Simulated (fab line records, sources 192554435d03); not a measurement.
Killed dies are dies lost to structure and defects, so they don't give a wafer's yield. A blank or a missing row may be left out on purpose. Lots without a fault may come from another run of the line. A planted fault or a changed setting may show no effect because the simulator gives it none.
fab line records | flow n5_finfet
record lots=15 wafers=45 last_day=17
route steps=1938 shown BEOL_M0@742 BEOL_M1@766 BEOL_M4@1111
lots that met no fault: from a run of the same line without faults
start_h: hours from the record's first day to the start of the lot's first wafer shown | wait_h: hours since the lot's step before | " the same as in the row above | L1.1+2: a row that stands for several wafers | - no value, or no start given | * or withheld: withheld | < > ~ a bound
route shown NAME@n: a module of which the file shows steps, and the number in the route of the first | usual: mean/standard deviation of fault-free wafers | same: alike in all rows | chamber/n: place in a boat | sites: the reading at each site | _std_site: their standard deviation | _edge_site: outer sites' mean less inner sites' | radius_mm: how far each site lies from the wafer's centre | mask NAME#n: copy n | behind: the tool/chamber that last shaped the wafer | hold: why the lot was held/for how many hours/how that ended | device: the transistor (n, p or np) that didn't switch | end of line: the same wafers' tests at the end of the route | a step without rows: its recipe alone | killed: dies lost to structure and defects at the first sort, not the wafer's yield | map: a wafer's dies, x killed, . not, _ none there
set.NAME: the setting as run; set.NAME@STEP: as run at that earlier step | model.NAME: the simulator's own value behind a step, which no gauge read
steps of the route over a sample of lots; a table a step, a row a wafer
services: from which hour (start_h, from the record's first day; less than 0 if before it) a tool's chamber was out of use, for how many hours, and why
## steps
# step N5_BEOL_M0_ANNEAL_119
# recipe temp_c=225 time_s=90 ambient=N2
# usual anneal_temp_c=225.00/0.17 wafer_temp_C_max=225.64/0.24
# columns lot.wafer tool chamber start_h wait_h anneal_temp_c wafer_temp_C_max
L340.1 rtp_anneal-01 0 122.69 0.1 224.93 226.01
L340.3 " 0 " " 225.08 225.62
L340.5 " 0 " " 225.06 225.73
L341.2 rtp_anneal-01 0 135.69 0.1 225.04 225.85
L341.3 " 0 " " 225.10 226.07
L341.5 " 0 " " 224.71 225.88
L343.2 rtp_anneal-01 0 143.80 0.1 224.86 225.52
L343.4 " 0 " " 224.95 225.49
L343.6 " 0 " " 224.92 225.59
L349.1 rtp_anneal-01 0 184.58 0.7 224.88 225.52
L349.2 " 0 " " 224.96 225.47
L349.4 " 0 " " 225.04 225.08
L350.2 rtp_anneal-01 0 189.77 0.9 225.29 225.39
L350.3 " 0 " " 225.41 225.21
L350.5 " 0 " " 225.29 225.44
L351.1 rtp_anneal-01 0 200.11 0.1 225.05 225.57
L351.4 " 0 " " 225.00 225.70
L351.6 " 0 " " 224.87 225.65
L352.1 rtp_anneal-01 0 206.29 1.3 225.23 225.00
L352.4 " 0 " " 224.88 225.56
L352.5 " 0 " " 225.12 225.63
L354.4 rtp_anneal-01 0 217.04 4.0 225.19 225.56
L354.5 " 0 " " 225.05 225.39
L354.6 " 0 " " 225.08 225.55
L355.1 rtp_anneal-01 0 222.64 3.9 224.80 225.56
L355.2 " 0 " " 224.97 225.73
L355.6 " 0 " " 224.85 225.44
L356.1 rtp_anneal-01 0 224.56 3.5 225.26 225.92
L356.3 " 0 " " 225.22 225.58
L356.5 " 0 " " 225.22 225.61
L357.1 rtp_anneal-01 0 239.05 4.1 224.97 225.55
L357.2 " 0 " " 224.57 225.60
L357.6 " 0 " " 224.41 225.66
L358.1 rtp_anneal-01 0 240.34 4.9 224.93 225.25
L358.4 " 0 " " 224.97 225.41
L358.5 " 0 " " 224.75 225.71
L359.1 rtp_anneal-01 0 243.49 1.2 224.93 225.69
L359.5 " 0 " " 225.03 225.88
L359.6 " 0 " " 225.02 225.71
L360.1 rtp_anneal-01 0 259.94 0.2 225.20 225.28
L360.2 " 0 " " 224.92 225.72
L360.4 " 0 " " 224.88 225.41
L361.2 rtp_anneal-02 0 263.14 0.9 224.85 226.15
L361.3 " 0 " " 224.94 226.26
L361.5 " 0 " " 225.04 226.18
# step N5_BEOL_M0_PRE_CLEAN_131
# recipe gas=NH3/H2 time_s=15 temp_c=* rf_power_w=300
# usual heater_power_w=78/13
# columns lot.wafer tool chamber start_h wait_h heater_power_w since_wet_clean_h
L340.1 cvd_co-02 2 123.48 0.0 68 205
L340.3 " 1 " " 93 1102
L340.5 " 0 " " 59 -
L341.2 cvd_co-02 1 136.27 0.0 97 1115
L341.3 " 2 " " 68 218
L341.5 " 0 " " 60 -
L343.2 cvd_co-01 0 144.39 0.0 81 904
L343.4 " 1 " " 94 -
L343.6 " 2 " " 69 -
L349.1 cvd_co-02 1 185.21 0.0 89 1164
L349.2 " 2 " " 69 267
L349.4 " 0 " " 62 -
L350.2 cvd_co-02 2 190.35 0.0 69 272
L350.3 " 1 " " 94 1169
L350.5 " 0 " " 60 -
L351.1 cvd_co-01 2 200.75 0.0 71 501
L351.4 " 2 " " 68 -
L351.6 " 0 " " 83 -
L352.1 cvd_co-02 0 206.93 0.0 61 748
L352.4 " 1 " " 95 -
L352.5 " 0 " " 59 -
L354.4 cvd_co-01 0 217.57 0.1 83 -
L354.5 " 1 " " 93 -
L354.6 " 2 " " 71 -
L355.1 cvd_co-01 2 223.28 0.0 71 524
L355.2 " 0 " " 81 983
L355.6 " 2 " " 70 -
L356.1 cvd_co-01 1 225.19 0.0 96 88
L356.3 " 2 " " 71 526
L356.5 " 0 " " 85 -
L357.1 cvd_co-02 0 239.68 0.0 61 781
L357.2 " 1 " " 92 1218
L357.6 " 1 " " 92 -
L358.1 cvd_co-02 1 240.97 0.0 93 1220
L358.4 " 0 " " 61 -
L358.5 " 2 " " 70 -
L359.1 cvd_co-01 1 244.12 0.0 95 107
L359.5 " 1 " " 94 -
L359.6 " 0 " " 83 -
L360.1 cvd_co-01 1 260.57 0.0 93 124
L360.2 " 0 " " 85 1021
L360.4 " 0 " " 86 -
L361.2 cvd_co-02 0 263.97 0.0 61 805
L361.3 " 1 " " 91 1243
L361.5 " 1 " " 95 -
# step N5_BEOL_M1_INSPECT_13
# recipe mode=adi inspect_instrument=brightfield
# usual raw_defect_count=401/110
# columns lot.wafer tool chamber start_h wait_h raw_defect_count
L340.1 defect_inspect-01 - 125.81 0.1 385
L340.3 " - " " 441
L340.5 " - " " 519
L341.2 defect_inspect-02 - 138.91 0.0 372
L341.3 " - " " 476
L341.5 " - " " 341
L343.2 defect_inspect-02 - 146.20 0.0 345
L343.4 " - " " 406
L343.6 " - " " 376
L349.1 defect_inspect-02 - 187.02 0.1 420
L349.2 " - " " 307
L349.4 " - " " 372
L350.2 defect_inspect-02 - 193.66 0.0 389
L350.3 " - " " 371
L350.5 " - " " 399
L351.1 defect_inspect-01 - 202.06 0.1 601
L351.4 " - " " 468
L351.6 " - " " 457
L352.1 defect_inspect-01 - 208.30 0.1 232
L352.4 " - " " 258
L352.5 " - " " 368
L354.4 defect_inspect-02 - 219.29 0.0 418
L354.5 " - " " 296
L354.6 " - " " 301
L355.1 defect_inspect-01 - 224.84 0.1 322
L355.2 " - " " 391
L355.6 " - " " 247
L356.1 defect_inspect-01 - 226.27 0.1 490
L356.3 " - " " 418
L356.5 " - " " 652
L357.1 defect_inspect-02 - 241.04 0.1 407
L357.2 " - " " 548
L357.6 " - " " 373
L358.1 defect_inspect-01 - 242.47 0.1 377
L358.4 " - " " 458
L358.5 " - " " 690
L359.1 defect_inspect-01 - 245.16 0.1 440
L359.5 " - " " 323
L359.6 " - " " 413
L360.1 defect_inspect-02 - 263.11 0.1 282
L360.2 " - " " 248
L360.4 " - " " 347
L361.2 defect_inspect-02 - 266.61 0.0 367
L361.3 " - " " 383
L361.5 " - " " 324
# step N5_BEOL_M1_ETCH_64
# recipe chemistry=N2/H2 target=SOC target_depth_a=750 overetch_a=150 mask_material=SiARC temp_c=40 time_s=112.5 ion_energy_ev=200 pressure_mtorr=30 source_w=840 bias_w=150 n2_flow_sccm=200 h2_flow_sccm=200
# usual bias_w=150.0/0.45 chamber_pressure_mTorr=30.001/0.028 drypump_motor_current_A=5.7/0.5 oes_product_au=0.61/0.057 rf_vpp_V=524.5/3 showerhead_plenum_p_Torr=2.56/0.1 throttle_valve_pct=17.89/0.22
# columns lot.wafer tool chamber start_h wait_h bias_w chamber_pressure_mTorr drypump_motor_current_A oes_product_au rf_hours_counter_h rf_vpp_V showerhead_plenum_p_Torr throttle_valve_pct
L340.1 rie_diel-01 0 125.93 0.0 150.1 30.022 6.3 0.56 186 520.4 2.41 18.08
L340.3 " 3 " " 149.3 30.026 5.9 0.56 222 523.6 2.52 17.84
L340.5 " 2 " " 149.7 30.005 5.1 0.62 - 526.5 2.64 17.77
L341.2 rie_diel-01 3 139.02 0.0 149.5 30.024 5.9 0.56 224 522.1 2.52 17.84
L341.3 " 2 " " 151.0 29.999 5.1 0.62 135 527.7 2.64 17.77
L341.5 " 1 " " 149.6 29.968 6.4 0.61 - 523.4 2.55 18.01
L343.2 rie_diel-06 0 147.93 0.0 148.9 29.977 5.6 0.59 180 525.1 2.63 18.01
L343.4 " 3 " " 149.9 30.008 6.2 0.57 219 523.5 2.50 17.90
L343.6 " 0 " " 149.7 29.991 5.6 0.59 - 525.9 2.63 17.98
L349.1 rie_diel-01 3 187.46 0.0 149.4 30.010 5.9 0.55 230 522.1 2.52 17.86
L349.2 " 1 " " 149.9 30.003 6.4 0.60 162 523.8 2.55 18.02
L349.4 " 2 " " 150.2 29.931 5.1 0.61 141 528.3 2.64 17.80
L350.2 rie_diel-01 1 193.77 0.0 - - - - - - - -
L350.3 " 3 " " - - - - - - - -
L350.5 " 0 " " - - - - - - - -
L351.1 rie_diel-06 1 202.38 0.0 - - - - - - - -
L351.4 " 2 " " - - - - - - - -
L351.6 " 2 " " - - - - - - - -
L352.1 rie_diel-04 1 208.61 0.0 - - - - - - - -
L352.4 " 0 " " - - - - - - - -
L352.5 " 1 " " - - - - - - - -
L354.4 rie_diel-04 1 219.40 0.0 149.5 30.010 5.4 0.55 236 524.8 2.62 18.48
L354.5 " 1 " " 149.5 29.974 5.4 0.55 - 525.2 2.62 18.47
L354.6 " 0 " " 150.1 29.987 5.3 0.59 - 527.2 2.62 17.82
L355.1 rie_diel-01 1 224.95 0.0 149.8 29.998 6.4 0.60 173 523.5 2.54 18.04
L355.2 " 3 " " 149.6 30.012 5.9 0.55 240 523.1 2.51 17.88
L355.6 " 0 " " 149.2 30.040 6.2 0.56 - 520.0 2.40 18.11
L356.1 rie_diel-06 3 226.39 0.0 149.5 30.030 6.2 0.55 245 523.7 2.49 17.96
L356.3 " 2 " " 150.7 29.985 4.8 0.71 26 529.0 2.71 17.62
L356.5 " 3 " " 149.1 30.010 6.2 0.56 - 521.5 2.49 17.96
L357.1 rie_diel-04 0 241.36 0.0 149.3 30.023 5.3 0.59 190 526.7 2.62 17.83
L357.2 " 1 " " 150.1 30.038 5.4 0.55 241 526.6 2.62 18.47
L357.6 " 0 " " 150.0 29.971 5.3 0.59 - 525.2 2.62 17.82
L358.1 rie_diel-06 0 242.89 0.0 149.7 30.033 5.6 0.58 210 526.6 2.61 18.05
L358.4 " 0 " " 149.5 30.006 5.6 0.57 - 524.7 2.61 18.06
L358.5 " 2 " " 150.0 29.983 4.8 0.69 - 529.0 2.70 17.64
L359.1 rie_diel-06 1 245.27 0.0 150.2 30.002 5.5 0.60 147 518.4 2.36 17.87
L359.5 " 1 " " 150.3 30.010 5.6 0.60 - 519.1 2.36 17.86
L359.6 " 2 " " 150.6 29.996 4.8 0.70 - 527.4 2.70 17.63
L360.1 rie_diel-06 1 263.34 0.0 150.4 29.977 5.5 0.60 152 518.5 2.36 17.87
L360.2 " 0 " " 150.0 29.997 5.6 0.57 217 526.2 2.61 18.06
L360.4 " 3 " " 150.0 30.049 6.2 0.76 1 524.5 2.49 17.51
L361.2 rie_diel-01 1 266.80 0.0 149.7 29.997 6.4 0.59 188 523.2 2.53 18.06
L361.3 " 2 " " 150.4 29.965 5.1 0.60 161 526.8 2.63 17.83
L361.5 " 0 " " 149.6 30.023 6.2 0.55 - 519.7 2.39 18.13
# step N5_BEOL_M1_HM_OPEN_17
# recipe chemistry=Cl2/BCl3 target_depth_a=200 overetch_a=60 target=TiN mask_material=SOC ion_energy_ev=150 pressure_mtorr=10 icp_w=1000 bias_w=126 Cl2_flow_sccm=53.25 bcl3_flow_sccm=21.75 Ar_flow_sccm=25
# usual drypump_motor_current_A=5.8/0.38 oes_product_au=0.59/0.061 throttle_valve_pct=22.31/0.21
# columns lot.wafer tool chamber start_h wait_h drypump_motor_current_A oes_product_au rf_hours_counter_h throttle_valve_pct
L340.1 rie_metal-01 0 126.09 0.0 6.1 0.56 102 22.47
L340.3 " 0 " " 6.1 0.55 - 22.47
L340.5 " 1 " " 5.9 0.62 - 21.97
L341.2 rie_metal-01 1 139.19 0.0 5.9 0.61 70 21.99
L341.3 " 0 " " 6.1 0.54 - 22.46
L341.5 " 1 " " 6.0 0.62 - 21.98
L343.2 rie_metal-02 1 148.09 0.0 5.1 0.62 74 22.52
L343.4 " 0 " " 5.7 0.54 - 22.26
L343.6 " 1 " " 5.1 0.62 - 22.53
L349.1 rie_metal-01 0 187.64 0.0 6.1 0.54 109 22.48
L349.2 " 1 " " 5.9 0.61 75 21.98
L349.4 " 1 " " 5.9 0.60 - 21.99
L350.2 rie_metal-01 0 193.94 0.0 6.1 0.23 109 23.15
L350.3 " 1 " " 5.9 0.27 - 22.64
L350.5 " 0 " " 6.1 0.23 - 23.14
L351.1 rie_metal-02 1 202.55 0.0 5.1 0.27 78 23.20
L351.4 " 0 " " 5.7 0.23 - 22.94
L351.6 " 0 " " 5.7 0.23 - 22.94
L352.1 rie_metal-02 0 208.78 0.0 5.7 0.23 127 22.92
L352.4 " 1 " " 5.1 0.27 - 23.17
L352.5 " 1 " " 5.1 0.27 - 23.20
L354.4 rie_metal-01 0 219.60 0.1 6.1 0.53 - 22.51
L354.5 " 0 " " 6.1 0.54 - 22.50
L354.6 " 1 " " 5.9 0.59 - 22.00
L355.1 rie_metal-03 0 225.12 0.0 5.9 0.69 34 22.35
L355.2 " 1 " " 6.4 0.59 86 22.32
L355.6 " 0 " " 5.9 0.69 - 22.37
L356.1 rie_metal-03 0 226.56 0.0 5.8 0.69 34 22.34
L356.3 " 1 " " 6.4 0.59 - 22.32
L356.5 " 0 " " 5.9 0.69 - 22.35
L357.1 rie_metal-01 0 241.53 0.0 6.1 0.53 113 22.49
L357.2 " 1 " " 5.9 0.60 79 21.99
L357.6 " 0 " " 6.1 0.53 - 22.52
L358.1 rie_metal-02 0 243.06 0.0 5.7 0.82 0 21.97
L358.4 " 1 " " 5.1 0.60 - 22.55
L358.5 " 0 " " 5.7 0.82 - 21.97
L359.1 rie_metal-01 0 245.64 0.2 6.1 0.54 113 22.52
L359.5 " 1 " " 6.0 0.59 - 21.99
L359.6 " 0 " " 6.1 0.54 - 22.49
L360.1 rie_metal-01 0 263.76 0.3 6.1 0.52 115 22.53
L360.2 " 1 " " 5.9 0.59 82 22.02
L360.4 " 0 " " 6.1 0.52 - 22.51
L361.2 rie_metal-01 0 266.96 0.0 6.1 0.52 116 22.51
L361.3 " 0 " " 6.1 0.53 - 22.51
L361.5 " 1 " " 5.9 0.58 - 22.01
# step N5_BEOL_M1_CD_MEAS_18
# recipe pitch_nm=36 target_cd_nm=18
# usual cd_nm=18.0/0.35
# columns lot.wafer tool chamber start_h wait_h cd_nm
L340.1 cd_sem-02 - 126.28 0.0 17.6
L340.3 " - " " 18.0
L340.5 " - " " 17.5
L341.2 cd_sem-03 - 139.45 0.1 17.9
L341.3 " - " " 17.9
L341.5 " - " " 18.1
L343.2 cd_sem-02 - 148.33 0.1 17.7
L343.4 " - " " 18.4
L343.6 " - " " 18.3
L349.1 cd_sem-02 - 187.82 0.0 17.9
L349.2 " - " " 18.0
L349.4 " - " " 17.7
L350.2 cd_sem-01 - 194.12 0.1 -
L350.3 " - " " -
L350.5 " - " " -
L351.1 cd_sem-02 - 202.73 0.0 -
L351.4 " - " " -
L351.6 " - " " -
L352.1 cd_sem-01 - 209.01 0.0 -
L352.4 " - " " -
L352.5 " - " " -
L354.4 cd_sem-03 - 219.85 0.1 18.2
L354.5 " - " " 17.9
L354.6 " - " " 18.0
L355.1 cd_sem-02 - 225.30 0.0 17.7
L355.2 " - " " 18.3
L355.6 " - " " 17.7
L356.1 cd_sem-03 - 226.92 0.0 18.4
L356.3 " - " " 18.6
L356.5 " - " " 18.7
L357.1 cd_sem-03 - 241.78 0.0 17.9
L357.2 " - " " 18.0
L357.6 " - " " 17.9
L358.1 cd_sem-01 - 243.27 0.0 18.6
L358.4 " - " " 17.9
L358.5 " - " " 18.6
L359.1 cd_sem-01 - 245.82 0.0 17.4
L359.5 " - " " 17.9
L359.6 " - " " 18.2
L360.1 cd_sem-01 - 263.95 0.1 17.9
L360.2 " - " " 18.3
L360.4 " - " " 17.9
L361.2 cd_sem-03 - 267.22 0.1 18.0
L361.3 " - " " 18.0
L361.5 " - " " 17.9
# step N5_BEOL_M4_RC_MEAS_101
# usual DIBL_N=35.9/1.8 DIBL_P=36.2/2 IOFF_N=0.16/0.031 IOFF_P=0.22/0.041 ION_N=676/11 ION_P=465/8.5 SS_N=71.4/0.64 SS_P=73.2/0.7 VT_N=250/3.5 VT_P=-250/3.9
# columns lot.wafer tool chamber start_h wait_h DIBL_N[mV/V] DIBL_P[mV/V] IOFF_N[nA/um] IOFF_P[nA/um] ION_N[uA/um] ION_P[uA/um] SS_N[mV/dec] SS_P[mV/dec] VT_N[mV] VT_P[mV]
L340.1 prober-02 0 172.36 0.0 35.3 37.7 0.15 0.21 681 472 70.8 73.5 250 -250
L340.3 " 0 " " 34.0 35.3 0.13 0.18 657 456 70.9 73.1 253 -252
L340.5 " 0 " " 35.9 37.8 0.16 0.22 688 467 70.8 73.5 251 -249
L341.2 prober-02 0 182.35 0.2 36.6 35.9 0.17 0.19 673 449 71.5 73.4 250 -251
L341.3 " 0 " " 33.5 32.5 0.11 0.15 657 450 70.8 71.8 252 -254
L341.5 " 0 " " 35.1 35.4 0.15 0.18 676 457 71.1 72.0 250 -251
L343.2 prober-01 0 195.17 0.2 36.8 36.1 0.18 0.25 681 471 72.3 73.8 249 -244
L343.4 " 0 " " 36.2 35.4 0.15 0.24 673 474 71.4 74.1 250 -245
L343.6 " 0 " " 34.8 34.8 0.15 0.23 678 472 71.2 73.0 249 -247
L349.1 prober-01 0 238.30 0.0 36.8 36.0 0.13 0.19 653 450 72.2 72.7 256 -252
L349.2 " 0 " " 37.4 37.1 0.16 0.21 679 465 71.1 73.3 248 -253
L349.4 " 0 " " 38.1 37.7 0.18 0.24 680 473 72.2 73.7 249 -250
L354.4 prober-01 0 260.33 0.5 35.2 35.3 0.14 0.17 675 460 70.3 72.5 250 -253
L354.5 " 0 " " 34.8 35.6 0.13 0.16 676 458 71.0 72.3 254 -256
L354.6 " 0 " " 35.6 35.4 0.14 0.17 678 455 71.6 72.6 252 -256
L355.1 prober-01 0 266.56 0.0 37.0 35.9 0.19 0.23 682 465 72.1 72.8 244 -248
L355.2 " 0 " " 35.4 35.0 0.14 0.20 678 468 72.1 72.6 251 -251
L355.6 " 0 " " 36.2 35.4 0.16 0.21 671 462 72.0 73.4 250 -251
L356.1 prober-01 0 269.86 0.0 37.3 38.5 0.21 0.24 689 464 72.4 74.3 245 -249
L356.3 " 0 " " 36.9 37.9 0.20 0.23 689 468 71.9 74.2 244 -251
L356.5 " 0 " " 38.6 39.0 0.22 0.24 691 463 71.9 74.4 246 -250
L357.1 prober-02 0 284.66 0.0 36.1 35.7 0.13 0.20 661 461 70.1 73.6 252 -250
L357.2 " 0 " " 42.1 43.3 0.29 0.37 712 481 71.9 74.9 239 -239
L357.6 " 0 " " 37.3 37.6 0.16 0.25 677 469 70.5 74.3 250 -246
L358.1 prober-01 0 290.67 0.0 38.3 40.2 0.22 0.28 679 470 72.5 74.3 247 -245
L358.4 " 0 " " 38.3 39.0 0.20 0.26 685 476 72.2 73.0 246 -246
L358.5 " 0 " " 37.5 37.9 0.18 0.24 678 464 72.2 73.7 248 -247
L359.1 prober-01 0 292.51 0.0 36.6 37.1 0.16 0.25 684 476 71.8 72.6 248 -247
L359.5 " 0 " " 37.2 37.5 0.16 0.26 673 470 71.3 73.7 251 -247
L359.6 " 0 " " 38.2 39.3 0.21 0.30 702 484 71.5 73.6 244 -246
L360.1 prober-01 0 303.26 0.0 36.2 34.7 0.17 0.22 680 459 71.8 73.0 247 -251
L360.2 " 0 " " 34.7 33.7 0.14 0.20 669 466 71.2 72.9 249 -251
L360.4 " 0 " " 34.8 33.1 0.15 0.19 662 458 71.2 71.8 250 -250
L361.2 prober-02 0 308.80 0.2 35.1 35.2 0.14 0.21 684 470 71.1 72.6 247 -248
L361.3 " 0 " " 37.9 37.1 0.18 0.24 691 473 71.3 74.2 248 -248
L361.5 " 0 " " 37.0 36.8 0.16 0.24 678 470 71.6 73.5 248 -248
## services
# columns tool chamber start_h hours kind
rie_diel-01 0 107.52 8.7 repair
cvd_co-01 1 114.73 - clean
cvd_co-01 1 114.73 22.0 scheduled_down
cvd_co-01 1 114.73 22.0 vent_cycle
rie_diel-06 2 130.38 - clean
rie_diel-06 2 130.38 - consumable_replace:focus_ring
rie_diel-06 2 130.38 - consumable_replace:showerhead
rie_diel-06 2 130.38 17.2 scheduled_down
rie_diel-06 2 130.38 17.2 vent_cycle
rie_metal-03 0 133.50 1.7 repair
rie_diel-01 - 142.97 28.1 pm
rie_diel-06 - 151.78 0.2 repair
rie_metal-03 1 153.81 8.6 repair
cvd_co-02 - 167.46 5.8 repair
rtp_anneal-02 - 172.88 68.0 pm
rie_metal-03 - 174.36 2.8 pm
rie_metal-02 - 176.93 2.8 pm
rie_metal-02 0 181.74 5.7 repair
rie_metal-02 1 183.45 6.3 repair
rie_metal-03 - 195.21 10.0 pm
rie_metal-03 - 209.18 0.2 repair
rie_metal-03 - 240.62 28.1 pm
rie_metal-01 - 242.66 2.8 pm
rie_diel-01 2 244.51 16.5 repair
## key
first_sign step=N5_BEOL_M1_ETCH_64 reading=tool_record direction=missing
effect step=N5_BEOL_M1_HM_OPEN_17 reading=oes_product_au direction=down sigmas=5.6 usual=0.59 struck=0.25
effect step=N5_BEOL_M1_CD_MEAS_18 reading=cd_nm direction=missing
met_at N5_BEOL_M1_ETCH_64
struck_lots L350,L351,L352
later_rows_left_out L350.2,L350.3,L350.5,L351.1,L351.4,L351.6,L352.1,L352.4,L352.5
sort_left_out L350.2,L350.3,L350.5,L351.1,L351.4,L351.6,L352.1,L352.4,L352.5
not_acting_at N5_BEOL_M0_ANNEAL_119,N5_BEOL_M0_PRE_CLEAN_131,N5_BEOL_M1_INSPECT_13
onset_between 187.46 193.77
fault kind=skipped_step_whole tool=rie_diel-01,rie_diel-04,rie_diel-06 chamber=- onset_h=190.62 steps=N5_BEOL_M1_ETCH_64 scope=struck_lots_only
# sort_left_out: the simulated sort isn't trusted on such a fault, so these wafers' sort isn't shown, and their yield isn't known
# later_rows_left_out: the simulator's readings of these wafers behind a module that went badly wrong aren't trusted and aren't shown, but for the sort
